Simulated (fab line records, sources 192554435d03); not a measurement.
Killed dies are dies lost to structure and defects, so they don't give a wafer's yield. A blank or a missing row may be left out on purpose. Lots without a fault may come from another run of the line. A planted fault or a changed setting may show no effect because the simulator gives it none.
Which tool did it? | flow n5_finfet | 24 lots, 72 wafers sampled, at 2 steps of a route of 1938

WHAT THE GAUGES READ, wafer by wafer
N5_BEOL_M4_INSPECT_59: inspects for defects (darkfield).
lot  | measured     | on                | raw_defect_count
L074 | day 7 19:19  | defect_inspect-01 | 61 34 50
L075 | day 8 01:44  | defect_inspect-02 | 66 63 50
L076 | day 8 11:32  | defect_inspect-02 | 66 83 71
L077 | day 8 20:24  | defect_inspect-01 | 99 41 63
L078 | day 8 20:33  | defect_inspect-02 | 80 107 68
L079 | day 8 23:46  | defect_inspect-02 | 59 64 49
L080 | day 9 23:15  | defect_inspect-02 | 78 103 77
L081 | day 10 05:38 | defect_inspect-01 | 59 76 69
L083 | day 10 09:23 | defect_inspect-02 | 40 73 96
L082 | day 10 21:02 | defect_inspect-02 | 59 43 65
L084 | day 11 11:23 | defect_inspect-02 | 86 108 56
L085 | day 11 12:02 | defect_inspect-01 | 69 51 69
L086 | day 11 13:13 | defect_inspect-01 | 74 71 68
L087 | day 11 17:01 | defect_inspect-01 | 77 100 116
L089 | day 11 18:02 | defect_inspect-01 | 45 66 43
L088 | day 11 18:53 | defect_inspect-01 | 59 80 67
L090 | day 11 22:39 | defect_inspect-01 | 105 107 86
L091 | day 12 19:20 | defect_inspect-02 | 90 72 82
L092 | day 12 20:10 | defect_inspect-02 | 89 69 90
L093 | day 12 23:49 | defect_inspect-02 | 59 34 63
L094 | day 13 22:19 | defect_inspect-02 | 57 59 65
L095 | day 13 22:24 | defect_inspect-02 | 59 37 66
L096 | day 13 23:56 | defect_inspect-02 | 99 53 57
L097 | day 14 05:06 | defect_inspect-02 | 46 63 52

N5_BEOL_M5_OVL_MEAS_12.
lot  | measured     | on         | M5_OVL (nm)
L074 | day 7 21:37  | overlay-01 | -2.2 -0.6 0.2
L075 | day 8 04:14  | overlay-01 | -0.2 -1.2 -1.1
L076 | day 8 15:43  | overlay-02 | 0.4 0.9 0.3
L077 | day 8 23:26  | overlay-01 | 1.0 0.0 -0.2
L078 | day 8 23:31  | overlay-02 | 0.1 0.2 1.1
L079 | day 9 02:36  | overlay-01 | 0.6 -0.7 0.0
L080 | day 10 01:45 | overlay-01 | 0.7 0.4 1.4
L081 | day 10 08:51 | overlay-02 | -0.4 -0.3 -1.2
L083 | day 10 12:27 | overlay-02 | 1.4 0.8 1.9
L082 | day 11 00:10 | overlay-01 | -1.4 -0.3 -1.1
L084 | day 11 14:49 | overlay-01 | 0.5 0.4 -0.4
L085 | day 11 15:02 | overlay-02 | -0.3 -0.2 -0.6
L086 | day 11 17:46 | overlay-01 | -0.3 -0.4 -0.1
L087 | day 11 23:35 | overlay-01 | -0.2 0.7 0.3
L089 | day 11 23:49 | overlay-02 | 1.0 0.4 0.0
L088 | day 12 00:24 | overlay-02 | 1.2 0.5 0.8
L090 | day 12 01:13 | overlay-01 | 0.2 0.3 0.0
L091 | day 12 23:20 | overlay-02 | -0.3 -1.4 0.2
L092 | day 12 23:31 | overlay-02 | 1.3 -0.1 1.0
L093 | day 13 02:40 | overlay-02 | 1.6 0.4 0.7
L094 | day 14 01:45 | overlay-01 | 1.0 0.1 0.5
L095 | day 14 01:57 | overlay-02 | 0.1 -0.4 -0.4
L096 | day 14 02:14 | overlay-01 | 0.3 -0.3 0.3
L097 | day 14 12:11 | overlay-02 | 0.5 0.4 -0.3

WHICH TOOL RAN EACH LOT (tool, then ch and the chambers of the sampled wafers, then the start)
The record holds no process step before these readings.

WHAT THE TOOLS THEMSELVES READ (means of the sampled wafers that have a number; where no wafer has one, the mark that the record gives instead)
The record holds no such reading with a usual standard deviation.

THE ANSWER, worked out from the rows above alone
Rule: what is usual is taken from the lots themselves. Put in order of their means at a reading, lots are off if they are a third of the lots or fewer, leave a main group of 4 or more, and stand apart from it by a gap of 3 or more times the standard deviation of the main group's means; of several such gaps the widest counts. A main group whose means are all the same, to the digits that the tables above print for the reading, isn't used. A lot without any number at a reading at which 4 lots or more have one is off too. The other lots that the step has rows for count as sound. The gauges are gone through in route order, then the tools' own readings, and for those a lot's mean is taken as printed above. The first step at which some lot is off is used, and at that step the reading that is off furthest; a lot without a number counts as furthest.
No lot is off at any reading shown: from this, nothing can be told.

WHAT THE SIMULATOR HAD PUT IN
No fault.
